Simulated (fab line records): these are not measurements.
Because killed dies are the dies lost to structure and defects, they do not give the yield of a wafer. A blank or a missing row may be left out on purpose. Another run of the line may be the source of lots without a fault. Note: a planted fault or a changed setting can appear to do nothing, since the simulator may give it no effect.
The tool behind it: which one? -- flow n5 finfet -- 30 wafers from 10 lots sampled at 6 of the route's 1938 steps

== WHAT THE GAUGES SHOWED, per wafer ==
N5_SD_EPI_P_EPI_MEAS_23. Usual: 61.0 nm for thk nm, sd 1.2.
lot,measured,on,thk nm (nm),flag
L327,day 4 00:04,film metro-01,62.0 61.7 61.1,
L335,day 5 23:00,film metro-02,62.0 60.1 63.4,
L336,day 6 02:28,film metro-02,61.0 61.2 61.1,
L337,day 6 16:16,film metro-02,62.9 62.9 61.2,
L339,day 6 23:53,film metro-01,61.4 61.5 60.3,
L340,day 7 09:52,film metro-01,59.8 61.4 61.8,
L344,day 8 03:38,film metro-01,58.0 60.8 60.0,
L345,day 8 09:29,film metro-02,62.3 59.8 61.9,
L347,day 9 00:01,film metro-02,62.0 62.7 62.4,
L348,day 9 02:59,film metro-01,62.2 61.0 61.2,

N5_SD_ACTIVATION_RS_MEAS_03: the measuring method here is four-point-probe. Usual: RS_SD_N 21.88 ohm/sq, standard deviation 0.26; RS_SD_P 55.9 ohm/sq, standard deviation 0.83.
lot,measured,on,RS_SD_N (ohm/sq),RS_SD_P (ohm/sq),flag
L327,day 4 00:40,film metro-01,21.89 21.81 22.37,56.7 57.0 56.2,
L335,day 5 23:52,film metro-01,21.95 22.14 22.06,56.1 56.0 54.9,
L336,day 6 03:09,film metro-01,41.06 41.59 41.77,55.2 54.9 55.9,OFF
L337,day 6 16:58,film metro-02,40.67 41.17 40.80,55.6 55.7 55.4,OFF
L339,day 7 01:03,film metro-01,21.95 21.83 22.07,56.2 55.7 56.7,
L340,day 7 10:38,film metro-01,21.83 21.70 22.07,55.8 55.7 56.6,
L344,day 8 04:19,film metro-01,21.83 22.01 21.53,56.6 56.3 56.1,
L345,day 8 10:05,film metro-01,21.63 21.08 21.46,56.5 56.2 56.2,
L347,day 9 00:39,film metro-01,22.18 22.07 22.18,53.4 53.7 53.7,
L348,day 9 03:36,film metro-02,21.94 22.12 22.23,57.4 55.9 56.6,

N5_ILD0_THK_MEAS_13. Usual: 17.8 nm for thk nm, sd 0.96.
lot,measured,on,thk nm (nm),flag
L327,day 4 07:46,film metro-02,17.4 18.5 15.7,
L335,day 6 06:28,film metro-01,17.2 16.7 18.1,
L336,day 6 09:58,film metro-01,18.2 18.6 16.8,
L337,day 6 23:52,film metro-02,17.1 18.6 18.0,
L339,day 7 07:41,film metro-02,20.1 17.4 19.7,
L340,day 7 17:11,film metro-01,18.3 19.2 19.9,
L344,day 8 11:56,film metro-02,17.3 17.9 17.6,
L345,day 8 18:13,film metro-01,17.4 18.0 17.7,
L347,day 9 07:34,film metro-01,19.4 17.9 19.4,
L348,day 9 10:32,film metro-02,19.2 17.0 18.3,

N5_BEOL_M4_RC_MEAS_101. Usual: DIBL_N 36.0 mV/V, standard deviation 1.7; DIBL_P 36.0 mV/V, standard deviation 2; IOFF_N 0.156 nA/um, standard deviation 0.028; IOFF_N_85C 3.1 nA/um, standard deviation 0.45; IOFF_N_LIN 0.072 nA/um, standard deviation 0.01; IOFF_P 0.21 nA/um, standard deviation 0.04; ION_N 673 uA/um, standard deviation 12; ION_P 463 uA/um, standard deviation 8.3; RC_DENSE_N 19.1 ohm.um, standard deviation 0.46; RC_N 15.5 ohm.um, standard deviation 0.37; REXT_N 75.7 ohm.um, standard deviation 1.7; RS_SD_N 28.4 ohm/sq, standard deviation 0.35; SS_N 71.4 mV/dec, standard deviation 0.6; SS_P 73.3 mV/dec, standard deviation 0.66; VT_N 250 mV, standard deviation 3; VT_N_LVT 98.9 mV, standard deviation 2.9; VT_P -250 mV, standard deviation 3.8.
lot,measured,on,DIBL_N (mV/V),DIBL_P (mV/V),IOFF_N (nA/um),IOFF_N_85C (nA/um),IOFF_N_LIN (nA/um),IOFF_P (nA/um),ION_N (uA/um),ION_P (uA/um),RC_DENSE_N (ohm.um),RC_N (ohm.um),REXT_N (ohm.um),RS_SD_N (ohm/sq),SS_N (mV/dec),SS_P (mV/dec),VT_N (mV),VT_N_LVT (mV),VT_P (mV),flag
L327,day 8 01:18,prober-02,35.8 38.5 35.0,35.5 39.1 35.3,0.155 0.207 0.146,3.1 3.9 3.0,0.070 0.086 0.068,0.16 0.22 0.17,674 680 668,460 454 454,18.1 19.2 19.8,14.8 15.6 16.0,78.1 79.1 79.9,28.9 28.4 29.2,72.5 72.3 70.5,73.2 74.7 73.0,250 248 248,98.3 94.3 97.6,-257 -251 -256,
L335,day 10 11:10,prober-02,32.3 34.6 34.7,32.4 35.4 35.3,0.112 0.156 0.142,2.4 3.1 2.9,0.056 0.071 0.066,0.19 0.23 0.22,658 682 660,462 467 459,19.7 19.3 20.0,16.1 15.8 16.3,75.7 75.0 75.2,28.3 28.2 28.1,70.2 71.0 71.6,72.7 73.5 73.2,254 250 252,104.7 100.4 102.6,-249 -247 -247,
L336,day 10 20:08,prober-01,32.2 25.7 28.4,38.8 30.8 34.7,0.094 0.045 0.061,1.9 1.1 1.4,0.050 0.027 0.035,0.28 0.16 0.21,592 557 567,477 465 463,38.8 38.7 38.9,31.6 31.6 31.2,137.5 136.4 138.8,51.8 52.2 52.5,70.9 69.2 70.1,74.7 72.3 73.2,260 270 268,107.8 116.9 113.2,-247 -252 -252,OFF
L337,day 10 22:46,prober-02,28.0 26.8 28.6,35.3 34.6 36.7,0.068 0.060 0.079,1.5 1.4 1.7,0.038 0.035 0.043,0.23 0.23 0.27,576 571 591,467 474 480,37.5 35.8 35.5,30.3 29.5 28.8,129.6 132.0 128.4,50.9 51.8 51.2,69.5 69.5 70.4,72.4 72.7 73.8,263 264 262,113.5 116.3 112.0,-245 -247 -245,OFF
L339,day 11 05:07,prober-01,35.5 37.3 37.1,34.7 36.9 37.1,0.141 0.182 0.174,2.8 3.5 3.4,0.063 0.081 0.078,0.20 0.23 0.24,656 684 688,460 472 467,18.2 19.1 19.6,14.9 15.6 15.7,76.2 74.8 76.1,28.6 28.3 28.3,70.8 71.4 71.6,73.3 72.7 73.9,254 249 249,100.5 96.0 97.1,-251 -248 -248,
L340,day 11 14:01,prober-02,38.0 36.2 33.9,39.2 36.7 34.5,0.202 0.174 0.133,3.8 3.4 2.7,0.089 0.079 0.065,0.22 0.19 0.16,691 681 667,464 458 457,19.4 18.4 19.0,15.8 14.9 15.5,75.7 74.4 75.8,27.9 27.8 28.5,72.0 71.3 70.4,74.4 73.9 73.4,245 248 251,94.8 96.3 99.0,-251 -252 -256,
L344,day 13 01:37,prober-02,34.4 35.9 34.5,34.3 36.0 33.9,0.118 0.145 0.125,2.4 2.9 2.5,0.058 0.070 0.061,0.18 0.21 0.18,667 662 662,462 456 463,18.9 18.4 19.1,15.5 15.1 15.7,74.1 75.5 74.3,27.9 28.3 28.2,70.8 71.1 71.1,72.6 73.1 72.5,256 250 252,104.1 100.2 103.3,-251 -251 -252,
L345,day 13 12:47,prober-01,38.1 37.2 38.8,38.5 36.4 38.3,0.208 0.179 0.202,3.8 3.4 3.7,0.092 0.080 0.090,0.24 0.20 0.25,692 673 686,468 455 466,18.7 19.0 18.8,15.3 15.4 15.4,77.5 76.8 77.0,27.6 27.4 28.1,71.7 71.9 72.1,73.9 73.5 74.6,247 249 246,94.5 96.0 94.7,-249 -254 -250,
L347,day 13 10:40,prober-01,35.1 36.1 35.9,35.2 36.0 36.8,0.132 0.156 0.150,2.7 3.0 3.0,0.063 0.071 0.070,0.16 0.18 0.19,676 674 680,463 461 462,19.8 19.1 18.9,16.1 15.7 15.4,77.5 77.2 78.6,28.8 28.5 28.6,70.9 71.5 71.0,72.4 73.2 72.9,251 250 251,100.7 96.6 98.3,-254 -256 -253,
L348,day 14 00:35,prober-02,36.8 36.1 36.3,37.8 37.0 36.7,0.184 0.167 0.166,3.5 3.2 3.2,0.083 0.077 0.074,0.23 0.21 0.21,694 684 680,471 464 459,19.2 19.5 18.7,15.6 15.7 15.4,73.6 74.5 74.2,28.5 28.6 28.5,71.0 71.1 71.8,73.2 72.9 73.4,246 248 247,94.7 95.8 97.2,-249 -251 -253,

== WHAT TOOL EACH LOT RAN ON (gives the tool, then ch and the chambers of the sampled wafers, and finally the start) ==
lot,N5_SD_EPI_N_EPI_21,N5_SD_ACTIVATION_LSA_01
L327,"epi rpcvd-03 ch 0, day 3 15:21","laser anneal-01 ch 0, day 4 00:28"
L335,"epi rpcvd-04 ch 0, day 5 16:13","laser anneal-02 ch 0, day 5 23:40"
L336,"epi rpcvd-03 ch 0, day 5 20:04","laser anneal-01 ch 0, day 6 02:57"
L337,"epi rpcvd-03 ch 0, day 6 08:42","laser anneal-02 ch 0, day 6 16:45"
L339,"epi rpcvd-04 ch 0, day 6 17:58","laser anneal-02 ch 0, day 7 00:52"
L340,"epi rpcvd-02 ch 0, day 7 03:34","laser anneal-02 ch 0, day 7 10:25"
L344,"epi rpcvd-02 ch 0, day 7 20:49","laser anneal-01 ch 0, day 8 04:07"
L345,"epi rpcvd-04 ch 0, day 8 03:18","laser anneal-02 ch 0, day 8 09:53"
L347,"epi rpcvd-02 ch 0, day 8 15:49","laser anneal-02 ch 0, day 9 00:28"
L348,"epi rpcvd-03 ch 0, day 8 20:10","laser anneal-01 ch 0, day 9 03:24"
- N5_SD_EPI_N_EPI_21: deposits Si:P, time 690 s.
- N5_SD_ACTIVATION_LSA_01: time 0.0008 s.

== WHAT THE TOOLS THEMSELVES READ (means of the sampled wafers that have a number; where no wafer has one, the mark that the record gives instead) ==
N5_SD_ACTIVATION_LSA_01. Usual: 1086.5 for wafer_temp_C_max, sd 1.2.
lot,tool,wafer_temp_C_max,flag
L327,laser anneal-01,1086.0,
L335,laser anneal-02,1087.6,
L336,laser anneal-01,1085.7,
L337,laser anneal-02,1085.5,
L339,laser anneal-02,1088.2,
L340,laser anneal-02,1086.3,
L344,laser anneal-01,1085.3,
L345,laser anneal-02,1086.1,
L347,laser anneal-02,1086.5,
L348,laser anneal-01,1086.8,

== THE ANSWER, worked out from the rows above alone ==
Rule: lot off if the mean of its wafers having a number is beyond 3 standard deviations from the usual mean. Also off: a lot with no number at a reading for which 4 or more lots have one. The other lots that the step has rows for count as sound. The gauges are gone through in route order, then the tools' own readings, and for those a lot's mean is taken as printed above. At the first step where some lot is off, the reading lying furthest off is the one used; lots without a number count as furthest.
Off: at N5_SD_ACTIVATION_RS_MEAS_03 (RS_SD_N), L336, L337.
If a tool, at a process step before that reading, ran all the lots that are off and no sound lot after the first of them, it fits. The gauges at N5_SD_ACTIVATION_RS_MEAS_03 aren't tried: what is off there is off at N5_BEOL_M4_RC_MEAS_101 too, on other tools, and a gauge's error can't cause that. Of those tried, none fits.

== WHAT WAS PUT IN BY THE SIMULATOR ==
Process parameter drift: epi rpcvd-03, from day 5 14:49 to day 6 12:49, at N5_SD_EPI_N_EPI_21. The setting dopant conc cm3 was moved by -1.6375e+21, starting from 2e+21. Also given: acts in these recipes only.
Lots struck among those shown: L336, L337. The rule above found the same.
